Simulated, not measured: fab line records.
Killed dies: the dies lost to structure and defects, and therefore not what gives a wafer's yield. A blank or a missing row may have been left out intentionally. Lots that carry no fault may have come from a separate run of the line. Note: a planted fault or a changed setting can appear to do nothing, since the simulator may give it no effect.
fab line records | flow nandHarc
record: lots: 7 wafers: 21 lastDay: 24
route steps=1159 shown A_SLIT@782 END@1159
lots untouched by any fault: they come from a run of this same line in which no faults occurred
startH: the number of hours between the record's first day and the start of the first shown wafer of the lot | waitH: hours from the lot's prior step to this one | " the same as in the row above | L1.1+2: several wafers, shown together as one row | - value missing, or start not given | * or withheld: withheld | < > ~ a bound
route shown NAME@n: names a module that has steps shown in the file, with the first one's number in the route | usual: mean/standard deviation of fault-free wafers | same: alike in all rows | chamber/n: place in a boat | sites: per-site readings | _std_site: how widely they spread, as a standard deviation | _edge_site: outer sites' mean less inner sites' | radiusMm: for every site, how far away it sits from the centre of the wafer | mask NAME#n: copy n | behind: the tool/chamber that last shaped the wafer | hold: why the lot went on hold/how many hours it stayed there/how the hold came to an end | device: names the non-switching transistor (n, p or np) | end of line: tests of these same wafers at the route's end | a step with no rows: only its recipe | killed: at the first sort, the dies lost to defects and structure; wafer yield is something else | map: the dies of a wafer, with x for killed, . for not killed, _ for no die there
set.NAME: the setting as run; set.NAME@STEP: as run at that earlier step | model.NAME: the simulator's own value behind a step, which no gauge read
lots at some steps of the route; a table a step, a row a wafer
services: the hour from which a tool's chamber was out of use, counted from the record's first day as startH (under 0 if before that day), plus the number of hours and why
== steps ==
step: NHARC_A_SLIT_DEHYDRATE_01
recipe: tempC: 150 timeS: 120
step: NHARC_A_SLIT_HMDS_02
recipe: timeS: 30
step: NHARC_A_SLIT_COAT_03
recipe: spinRpm: 1500 resistThkNm: 90
step: NHARC_A_SLIT_SOFTBAKE_04
recipe: tempC: 105 timeS: 55
step: NHARC_A_SLIT_EBR_05
step: NHARC_A_SLIT_EXPOSE_06
recipe: na: 1.35 doseMj: 60.82 maskId: SLIT
step: NHARC_A_SLIT_PEB_07
recipe: pebTempC: 100 pebTimeS: 65
step: NHARC_A_SLIT_DEVELOP_08
recipe: developTimeS: 35 devTempC: 23
step: NHARC_A_SLIT_CD_MEAS_09
recipe: targetCdNm: 300 landingEnergyEv: 500
usual: cdNm: 299.9/0.44
columns lot.wafer tool chamber startH waitH cdNm
L511.2 cdSem-03 0 344.15 - 300.2
L511.3 " 0 " " 300.3
L511.4 " 0 " " 300.7
L513.1 cdSem-03 0 369.37 - 300.2
L513.3 " 0 " " 299.6
L513.5 " 0 " " 299.9
L518.1 cdSem-03 0 393.90 - 300.1
L518.4 " 0 " " 299.9
L518.6 " 0 " " 300.2
L516.2 cdSem-02 0 394.08 - 300.2
L516.3 " 0 " " 300.2
L516.4 " 0 " " 299.8
L517.1 cdSem-03 0 394.69 - 299.9
L517.4 " 0 " " 299.8
L517.6 " 0 " " 300.5
L525.2 cdSem-03 0 434.03 - 299.9
L525.4 " 0 " " 299.4
L525.6 " 0 " " 299.1
L527.4 cdSem-02 0 435.06 - 299.3
L527.5 " 0 " " 299.1
L527.6 " 0 " " 299.3
step: NHARC_A_SLIT_OVL_MEAS_10
usual: overlayXNm: -0.2/0.8 overlayYNm: 0.3/0.8
columns lot.wafer tool chamber startH waitH overlayXNm overlayYNm
L511.2 overlay-01 - 344.23 - 0.1 0.0
L511.3 " - " " 0.1 -0.2
L511.4 " - " " 0.3 -1.2
L513.1 overlay-02 - 369.46 - 0.3 -1.4
L513.3 " - " " 0.5 -1.3
L513.5 " - " " 1.5 -1.1
L518.1 overlay-02 - 393.99 - -1.2 0.1
L518.4 " - " " -0.9 0.3
L518.6 " - " " -1.3 0.0
L516.2 overlay-01 - 394.17 - -0.4 0.8
L516.3 " - " " -0.2 0.6
L516.4 " - " " -0.3 0.6
L517.1 overlay-02 - 394.78 - 1.4 -0.7
L517.4 " - " " 1.6 -0.3
L517.6 " - " " 1.0 -0.7
L525.2 overlay-01 - 434.12 - 1.0 -0.4
L525.4 " - " " 0.6 0.7
L525.6 " - " " -0.1 0.1
L527.4 overlay-01 - 435.14 - 0.1 0.0
L527.5 " - " " 0.6 0.3
L527.6 " - " " 0.8 -0.1
step: NHARC_A_SLIT_INSPECT_11
usual: rawDefectCount: 21/10
columns lot.wafer tool chamber startH waitH rawDefectCount
L511.2 defectInspect-02 - 344.27 0.0 23
L511.3 " - " " 26
L511.4 " - " " 31
L513.1 defectInspect-01 - 369.49 0.0 33
L513.3 " - " " 25
L513.5 " - " " 26
L518.1 defectInspect-02 - 394.03 0.0 31
L518.4 " - " " 26
L518.6 " - " " 29
L516.2 defectInspect-01 - 394.20 0.0 33
L516.3 " - " " 29
L516.4 " - " " 31
L517.1 defectInspect-01 - 394.81 0.0 18
L517.4 " - " " 15
L517.6 " - " " 16
L525.2 defectInspect-02 - 434.16 0.0 20
L525.4 " - " " 11
L525.6 " - " " 12
L527.4 defectInspect-02 - 435.17 0.0 38
L527.5 " - " " 38
L527.6 " - " " 39
step: NHARC_A_SLIT_DESCUM_14
recipe: timeS: 3 o2FlowSccm: 200 arFlowSccm: 0 biasPowerW: 0 chemistry: O2
usual: chamberPressureMTorr: 60.00/0.061 drypumpMotorCurrentA: 5.5/0.65 oesProductAu: 1.000/0.0073 rfVppV: 58.1/0.82 showerheadPlenumPTorr: 1.96/0.069 throttleValvePct: 11.311/0.0088
same: biasPowerW: 0
columns lot.wafer tool chamber startH waitH chamberPressureMTorr drypumpMotorCurrentA oesProductAu rfHoursCounterH rfVppV showerheadPlenumPTorr throttleValvePct
L511.4 rieDiel-09 3 344.33 0.1 59.96 4.7 0.999 7 58.3 1.94 11.304
L511.2 " 0 " " 59.96 5.1 1.015 6 59.2 2.04 11.321
L511.3 " 2 " " 60.01 5.4 1.006 7 58.5 1.84 11.308
L513.3 rieDiel-09 0 369.56 0.1 59.95 5.1 1.006 8 59.1 2.04 11.312
L513.1 " 1 " " 60.05 5.8 1.004 8 57.5 1.85 11.302
L513.5 " 0 " " 60.03 5.1 1.001 - 58.9 2.04 11.299
L518.4 rieDiel-13 2 394.10 0.1 60.07 5.2 1.001 7 59.4 2.00 11.323
L518.1 " 3 " " 60.00 6.5 1.013 7 57.7 1.98 11.311
L518.6 " 1 " " 60.02 6.8 1.013 - 58.5 1.98 11.305
L516.3 rieDiel-06 3 394.27 0.1 59.98 5.0 0.997 9 56.9 1.93 11.308
L516.2 " 0 " " 59.94 5.9 0.998 9 57.8 1.98 11.311
L516.4 " 1 " " 59.97 6.2 0.990 10 60.0 2.00 11.304
L517.4 rieDiel-09 2 394.87 0.1 60.05 5.4 0.998 12 56.3 1.84 11.316
L517.1 " 1 " " 59.99 5.7 1.000 10 57.6 1.85 11.308
L517.6 " 2 " " 60.03 5.4 0.988 - 57.4 1.84 11.312
L525.2 rieDiel-06 3 434.22 0.1 60.04 5.0 1.004 1 58.7 1.93 11.317
L525.4 " 2 " " 59.98 5.6 1.014 0 59.0 2.06 11.312
L525.6 " 0 " " 59.98 6.0 0.986 - 59.0 1.98 11.313
L527.4 rieDiel-13 3 435.24 0.1 60.01 6.5 1.005 10 58.6 1.98 11.316
L527.5 " 2 " " 60.09 5.2 0.993 - 59.2 2.00 11.304
L527.6 " 3 " " 60.07 6.5 1.001 - 58.1 1.98 11.317
step: NHARC_A_SLIT_ETCH_24
recipe: targetDepthA: 1210 timeS: 60.5 cf4FlowSccm: 100 chf3FlowSccm: 30 arFlowSccm: 0 rfW: 500 biasW: 200 chemistry: CF4/CHF3
usual: biasW: 199.9/0.64 cf4FlowSccm: 100.00/0.27 chamberPressureMTorr: 24.999/0.025 drypumpMotorCurrentA: 5.6/0.66 oesProductAu: 0.958/0.019 rfVppV: 371.5/2 showerheadPlenumPTorr: 1.61/0.055 throttleValvePct: 16.802/0.0095
columns lot.wafer tool chamber startH waitH biasW cf4FlowSccm chamberPressureMTorr drypumpMotorCurrentA oesProductAu rfHoursCounterH rfVppV showerheadPlenumPTorr throttleValvePct
L511.4 rieDiel-09 0 344.41 0.1 199.1 100.11 24.989 5.1 0.964 6 372.7 1.67 16.804
L511.3 " 1 " " 199.8 99.88 24.993 5.8 0.971 6 368.1 1.52 16.786
L511.2 " 2 " " 199.1 99.71 24.988 5.4 0.965 7 368.1 1.52 16.807
L513.1 rieDiel-09 2 369.64 0.1 200.3 100.31 24.998 5.4 0.967 10 368.7 1.52 16.802
L513.3 " 0 " " 201.0 100.23 25.013 5.1 0.962 8 374.3 1.67 16.802
L513.5 " 2 " " 200.0 100.16 24.987 5.4 0.963 - 369.0 1.52 16.819
L518.4 rieDiel-13 2 394.18 0.1 - - - - - - - - -
L518.1 " 3 " " - - - - - - - - -
L518.6 " 1 " " - - - - - - - - -
L516.4 rieDiel-06 1 394.35 0.1 - - - - - - - - -
L516.3 " 2 " " - - - - - - - - -
L516.2 " 3 " " - - - - - - - - -
L517.4 rieDiel-09 0 394.96 0.1 - - - - - - - - -
L517.1 " 2 " " - - - - - - - - -
L517.6 " 0 " " - - - - - - - - -
L525.4 rieDiel-06 0 434.30 0.1 199.8 100.51 25.032 6.0 0.952 1 372.1 1.63 16.802
L525.2 " 3 " " 200.7 100.32 24.992 5.0 0.958 1 370.6 1.59 16.802
L525.6 " 1 " " 200.6 100.00 25.003 6.1 0.979 - 373.6 1.64 16.803
L527.4 rieDiel-13 2 435.32 0.1 199.9 99.73 25.030 5.2 0.925 10 372.4 1.64 16.795
L527.6 " 1 " " 198.9 99.52 25.026 6.8 0.927 - 372.4 1.62 16.802
L527.5 " 2 " " 199.7 99.92 25.034 5.2 0.934 - 371.8 1.64 16.788
step: NHARC_A_SLIT_ETCH_15
recipe: targetDepthA: 32000 overEtchFrac: 0.3 timeS: 832 ionEnergyEv: 150 o2FlowSccm: 400 cosFlowSccm: 20 arFlowSccm: 0 rfW: 500 biasW: 300 chemistry: O2/COS
usual: biasW: 300.1/0.9 chamberPressureMTorr: 20.000/0.019 drypumpMotorCurrentA: 5.6/0.64 oesProductAu: 0.999/0.0073 rfVppV: 314.9/1.7 showerheadPlenumPTorr: 3.17/0.11 throttleValvePct: 28.331/0.0099
columns lot.wafer tool chamber startH waitH biasW chamberPressureMTorr drypumpMotorCurrentA oesProductAu rfHoursCounterH rfVppV showerheadPlenumPTorr throttleValvePct
L511.2 rieDiel-09 2 - - 301.2 19.997 5.4 0.990 7 312.6 3.01 28.323
L511.4 " 3 " " 298.5 19.990 4.7 0.996 7 315.4 3.17 28.330
L511.3 " 0 " " 300.1 19.996 5.1 1.005 6 317.1 3.31 28.333
L513.1 rieDiel-09 2 - - 300.7 20.022 5.4 0.994 10 313.8 3.01 28.319
L513.3 " 1 " " 300.9 19.976 5.8 1.001 8 313.0 3.02 28.343
L513.5 " 3 " " 300.2 19.977 4.7 0.983 - 314.3 3.17 28.303
L518.4 rieDiel-13 3 394.26 0.1 299.8 19.983 6.5 1.025 7 314.7 3.23 28.324
L518.1 " 1 " " 298.1 19.988 6.8 1.009 7 315.7 3.22 28.329
L518.6 " 3 " " 300.0 20.036 6.5 1.006 - 314.5 3.23 28.340
L516.3 rieDiel-06 0 394.49 0.1 299.0 20.001 5.9 0.996 10 315.0 3.23 28.327
L516.2 " 1 " " 300.3 19.992 6.2 1.002 10 315.2 3.25 28.354
L516.4 " 2 " " 301.2 20.011 5.6 0.992 9 316.7 3.35 28.329
L517.4 rieDiel-09 3 395.05 0.1 299.5 20.015 4.7 0.996 11 315.3 3.17 28.318
L517.1 " 0 " " 300.2 19.975 5.1 1.002 10 316.4 3.31 28.329
L517.6 " 0 " " 299.8 19.985 5.1 1.017 - 318.5 3.31 28.335
L525.2 rieDiel-06 1 - - 302.0 20.033 6.1 1.004 1 315.8 3.25 28.329
L525.4 " 2 " " 298.9 20.009 5.6 1.011 0 317.0 3.35 28.356
L525.6 " 1 " " 300.5 19.999 6.1 0.998 - 316.7 3.25 28.325
L527.4 rieDiel-13 1 - - 300.2 20.002 6.8 1.000 10 315.1 3.22 28.323
L527.6 " 2 " " 300.6 20.017 5.2 1.002 - 316.9 3.25 28.321
L527.5 " 3 " " 298.9 20.022 6.5 1.001 - 315.4 3.23 28.332
step: NHARC_END_SORT_01
recipe: tempC: 25
usual: killedAtArray: 24/7.4 killedAtOther: 0.5/0.81 killedAtPeriphery: 3.4/2.3 killedDies: 28/8 killedOpen: 3.4/1.8 killedShort: 2.0/1.4
same: grossDies: 677
columns lot.wafer tool chamber startH waitH killedAtArray killedAtOther killedAtPeriphery killedDies killedOpen killedShort
L511.2 prober-02 0 466.31 2.8 39 1 2 42 5 6
L511.3 prober-02 0 467.11 3.1 37 1 2 40 5 2
L511.4 prober-02 0 467.90 3.4 26 0 2 28 6 1
L517.1 prober-02 0 517.14 2.5 670 0 7 677 4 1
L517.4 prober-02 0 519.48 3.3 671 0 6 677 4 3
L517.6 prober-02 0 521.04 3.9 669 3 5 677 8 2
L518.1 prober-01 0 517.16 2.5 675 0 2 677 1 0
L518.4 prober-01 0 519.58 3.4 672 0 5 677 4 1
L518.6 prober-01 0 521.18 4.0 675 0 2 677 6 0
L516.2 prober-02 0 525.66 2.8 676 0 1 677 1 2
L516.3 prober-02 0 526.46 3.1 674 1 2 677 4 4
L516.4 prober-02 0 527.26 3.4 675 0 2 677 4 1
L527.4 prober-02 0 566.01 3.4 26 0 6 32 0 3
L527.5 prober-02 0 566.80 3.7 38 1 5 44 4 2
L527.6 prober-02 0 567.60 4.0 27 0 5 32 1 2
killed by level:class
L511.2 A_SLIT:chamberFilmFlake=12 A_CHANNEL_HOLE_D1:chamberFilmFlake=10 A_CONTACT:chamberFilmFlake=4 A_WL_FILL:geometricParticle:short=2 A_CHANNEL_FILL_D1:chamberFilmFlake=2 P_CONTACT:geometricParticle:short=1 A_SOURCE_PLATE:geometricParticle:open=1 A_CHANNEL_HOLE_D1:geometricParticle:short=1
L511.3 A_CHANNEL_HOLE_D1:chamberFilmFlake=15 A_SLIT:chamberFilmFlake=7 A_CONTACT:chamberFilmFlake=4 A_CONTACT:geometricParticle:open=2 A_ZERO_WELL:chamberFilmFlake=2 A_CHANNEL_FILL_D1:chamberFilmFlake=2 P_GATE:geometricParticle:open=1 A_SOURCE_PLATE:geometricParticle:open=1
L511.4 A_CHANNEL_HOLE_D1:chamberFilmFlake=8 A_CONTACT:chamberFilmFlake=6 A_CHANNEL_FILL_D1:chamberFilmFlake=3 A_SLIT:chamberFilmFlake=3 A_CHANNEL_FILL_D1:geometricParticle:open=2 P_GATE:geometricParticle:open=1 A_ONON_D1:geometricParticle:open=1 A_CHANNEL_HOLE_D1:geometricParticle:short=1
L517.1 A_SLIT:areaEtch=657 P_ZERO_WELL:chamberFilmFlake=4 A_M0:geometricParticle:open=3 A_CHANNEL_HOLE_D1:chamberFilmFlake=3 P_STI:chamberFilmFlake=2 A_STAIRCASE:chamberFilmFlake=2 A_ONON_D1:geometricParticle:short=1 A_SGD_CUT:geometricParticle:open=1
L518.1 A_SLIT:areaEtch=654 A_CHANNEL_HOLE_D1:chamberFilmFlake=11 A_CONTACT:chamberFilmFlake=6 A_STAIRCASE:chamberFilmFlake=3 A_CONTACT:geometricParticle:open=1 P_ZERO_WELL:chamberFilmFlake=1 P_GATE:chamberFilmFlake=1
L517.4 A_SLIT:areaEtch=652 A_CHANNEL_HOLE_D1:chamberFilmFlake=6 A_WL_FILL:chamberFilmFlake=5 P_ZERO_WELL:chamberFilmFlake=3 A_STAIRCASE:chamberFilmFlake=3 A_CHANNEL_FILL_D1:geometricParticle:short=2 A_CONTACT:geometricParticle:open=2 P_STI:geometricParticle:short=1
L518.4 A_SLIT:areaEtch=649 A_CHANNEL_HOLE_D1:chamberFilmFlake=13 A_STAIRCASE:chamberFilmFlake=3 A_CONTACT:chamberFilmFlake=3 P_GATE:geometricParticle:open=1 P_CONTACT:geometricParticle:open=1 P_M2:geometricParticle:open=1 A_CHANNEL_FILL_D1:geometricParticle:open=1
L517.6 A_SLIT:areaEtch=654 A_CHANNEL_HOLE_D1:chamberFilmFlake=4 A_CONTACT:geometricParticle:open=3 A_STAIRCASE:chamberFilmFlake=3 A_M0:geometricParticle:open=2 STARTING-WAFER:geometricParticle:open=2 P_STI:chamberFilmFlake=2 P_M1:geometricParticle:short=1
L518.6 A_SLIT:areaEtch=650 A_CHANNEL_HOLE_D1:chamberFilmFlake=8 A_CONTACT:chamberFilmFlake=8 A_CONTACT:geometricParticle:open=2 P_ZERO_WELL:chamberFilmFlake=2 A_STAIRCASE:chamberFilmFlake=2 A_ONON_D1:geometricParticle:open=1 A_CHANNEL_FILL_D1:geometricParticle:open=1
L516.2 A_SLIT:areaEtch=652 A_CHANNEL_HOLE_D1:chamberFilmFlake=17 A_STAIRCASE:chamberFilmFlake=2 A_CONTACT:chamberFilmFlake=2 A_CHANNEL_HOLE_D1:geometricParticle:short=1 A_STAIRCASE:geometricParticle:short=1 A_BLC:geometricParticle:open=1 P_ZERO_WELL:chamberFilmFlake=1
L516.3 A_SLIT:areaEtch=654 A_CHANNEL_HOLE_D1:chamberFilmFlake=6 A_STAIRCASE:chamberFilmFlake=6 A_ONON_D1:geometricParticle:short=2 A_ONON_D1:geometricParticle:open=2 P_STI:geometricParticle:short=1 A_WL_FILL:geometricParticle:open=1 A_M0:geometricParticle:short=1
L516.4 A_SLIT:areaEtch=648 A_CHANNEL_HOLE_D1:chamberFilmFlake=17 A_STAIRCASE:chamberFilmFlake=6 A_M0:geometricParticle:open=2 P_GATE:geometricParticle:short=1 P_M2:geometricParticle:open=1 A_CHANNEL_FILL_D1:geometricParticle:open=1 A_ZERO_WELL:chamberFilmFlake=1
L527.4 A_STAIRCASE:chamberFilmFlake=9 A_CHANNEL_HOLE_D1:chamberFilmFlake=7 A_CONTACT:chamberFilmFlake=7 P_M2:chamberFilmFlake=4 A_ZERO_WELL:chamberFilmFlake=2 P_STI:geometricParticle:short=1 P_M0:geometricParticle:short=1 A_CHANNEL_FILL_D1:geometricParticle:short=1
L527.5 A_CHANNEL_HOLE_D1:chamberFilmFlake=17 A_CONTACT:chamberFilmFlake=9 A_STAIRCASE:chamberFilmFlake=7 P_M2:chamberFilmFlake=3 P_STI:geometricParticle:open=1 P_GATE:geometricParticle:open=1 A_CHANNEL_FILL_D1:geometricParticle:short=1 A_CONTACT:geometricParticle:open=1
L527.6 A_CONTACT:chamberFilmFlake=9 A_STAIRCASE:chamberFilmFlake=8 A_CHANNEL_HOLE_D1:chamberFilmFlake=7 P_M2:chamberFilmFlake=2 P_CONTACT:geometricParticle:open=1 A_CHANNEL_FILL_D1:geometricParticle:short=1 A_CONTACT:geometricParticle:short=1 P_STI:chamberFilmFlake=1
map L516.2 (x killed, . not)
____________x____________
_________xxxxxxx_________
_______xxxxxxxxxxx_______
______xxxxxxxxxxxxx______
_____xxxxxxxxxxxxxxx_____
____xxxxxxxxxxxxxxxxx____
____xxxxxxxxxxxxxxxxx____
___xxxxxxxxxxxxxxxxxxx___
___xxxxxxxxxxxxxxxxxxx___
__xxxxxxxxxxxxxxxxxxxxx__
__xxxxxxxxxxxxxxxxxxxxx__
_xxxxxxxxxxxxxxxxxxxxxxx_
_xxxxxxxxxxxxxxxxxxxxxxx_
_xxxxxxxxxxxxxxxxxxxxxxx_
_xxxxxxxxxxxxxxxxxxxxxxx_
_xxxxxxxxxxxxxxxxxxxxxxx_
xxxxxxxxxxxxxxxxxxxxxxxxx
xxxxxxxxxxxxxxxxxxxxxxxxx
xxxxxxxxxxxxxxxxxxxxxxxxx
xxxxxxxxxxxxxxxxxxxxxxxxx
xxxxxxxxxxxxxxxxxxxxxxxxx
_xxxxxxxxxxxxxxxxxxxxxxx_
_xxxxxxxxxxxxxxxxxxxxxxx_
_xxxxxxxxxxxxxxxxxxxxxxx_
_xxxxxxxxxxxxxxxxxxxxxxx_
_xxxxxxxxxxxxxxxxxxxxxxx_
__xxxxxxxxxxxxxxxxxxxxx__
__xxxxxxxxxxxxxxxxxxxxx__
___xxxxxxxxxxxxxxxxxxx___
___xxxxxxxxxxxxxxxxxxx___
____xxxxxxxxxxxxxxxxx____
____xxxxxxxxxxxxxxxxx____
_____xxxxxxxxxxxxxxx_____
______xxxxxxxxxxxxx______
_______xxxxxxxxxxx_______
_________xxxxxxx_________
____________x____________
map L517.1 (x killed, . not)
____________x____________
_________xxxxxxx_________
_______xxxxxxxxxxx_______
______xxxxxxxxxxxxx______
_____xxxxxxxxxxxxxxx_____
____xxxxxxxxxxxxxxxxx____
____xxxxxxxxxxxxxxxxx____
___xxxxxxxxxxxxxxxxxxx___
___xxxxxxxxxxxxxxxxxxx___
__xxxxxxxxxxxxxxxxxxxxx__
__xxxxxxxxxxxxxxxxxxxxx__
_xxxxxxxxxxxxxxxxxxxxxxx_
_xxxxxxxxxxxxxxxxxxxxxxx_
_xxxxxxxxxxxxxxxxxxxxxxx_
_xxxxxxxxxxxxxxxxxxxxxxx_
_xxxxxxxxxxxxxxxxxxxxxxx_
xxxxxxxxxxxxxxxxxxxxxxxxx
xxxxxxxxxxxxxxxxxxxxxxxxx
xxxxxxxxxxxxxxxxxxxxxxxxx
xxxxxxxxxxxxxxxxxxxxxxxxx
xxxxxxxxxxxxxxxxxxxxxxxxx
_xxxxxxxxxxxxxxxxxxxxxxx_
_xxxxxxxxxxxxxxxxxxxxxxx_
_xxxxxxxxxxxxxxxxxxxxxxx_
_xxxxxxxxxxxxxxxxxxxxxxx_
_xxxxxxxxxxxxxxxxxxxxxxx_
__xxxxxxxxxxxxxxxxxxxxx__
__xxxxxxxxxxxxxxxxxxxxx__
___xxxxxxxxxxxxxxxxxxx___
___xxxxxxxxxxxxxxxxxxx___
____xxxxxxxxxxxxxxxxx____
____xxxxxxxxxxxxxxxxx____
_____xxxxxxxxxxxxxxx_____
______xxxxxxxxxxxxx______
_______xxxxxxxxxxx_______
_________xxxxxxx_________
____________x____________
== services ==
columns tool chamber startH hours kind
rieDiel-09 0 336.80 - clean
rieDiel-09 1 336.80 - clean
rieDiel-09 2 336.80 - clean
rieDiel-09 3 336.80 - clean
rieDiel-06 0 346.22 3.0 repair
rieDiel-09 0 361.30 - clean
rieDiel-09 1 361.30 - clean
rieDiel-09 2 361.30 - clean
rieDiel-09 3 361.30 - clean
rieDiel-13 - 362.67 0.1 repair
rieDiel-06 3 375.71 1.8 repair
rieDiel-09 0 385.80 - clean
rieDiel-09 1 385.80 - clean
rieDiel-09 2 385.80 - clean
rieDiel-09 3 385.80 - clean
rieDiel-09 0 410.30 - clean
rieDiel-09 1 410.30 - clean
rieDiel-09 2 410.30 - clean
rieDiel-09 3 410.30 - clean
rieDiel-06 - 418.20 9.0 pm
rieDiel-09 3 425.47 5.0 repair
rieDiel-09 - 431.22 9.0 pm
rieDiel-09 0 431.22 9.0 ventCycle
rieDiel-09 1 431.22 9.0 ventCycle
== key ==
firstSign: step: NHARC_A_SLIT_ETCH_24 reading: toolRecord direction: missing
effect: step: NHARC_END_SORT_01 reading: killedAtArray direction: up sigmas: 87 usual: 24 struck: 673
moreKillsBornAt: NHARC_A_SLIT_ETCH_24@rieDiel-09: 1963 NHARC_A_SLIT_ETCH_24@rieDiel-06: 1954 NHARC_A_SLIT_ETCH_24@rieDiel-13: 1953
metAt NHARC_A_SLIT_ETCH_24
struckWafers L516.2,L516.3,L516.4,L517.1,L517.4,L517.6,L518.1,L518.4,L518.6
laterRowsLeftOut L516.2,L516.3,L516.4,L517.1,L517.4,L517.6,L518.1,L518.4,L518.6
testerLeftOut L516,L517,L518
onsetBetween 369.64 394.18
fault: kind: skippedStepWhole tool: rieDiel-06,rieDiel-09,rieDiel-13 chamber: - onsetH: 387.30 steps: NHARC_A_SLIT_ETCH_24 scope: struckLotsOnly
testerLeftOut: of these lots the tester's yield and bins aren't shown, on N5 and GAA mostly nor the transistor test; their killed dies are dies lost to structure and defects alone, not to doping, threshold or leakage, so they don't give the yield
laterRowsLeftOut: the simulator's readings of these wafers behind a module that went badly wrong aren't trusted and aren't shown, but for the sort
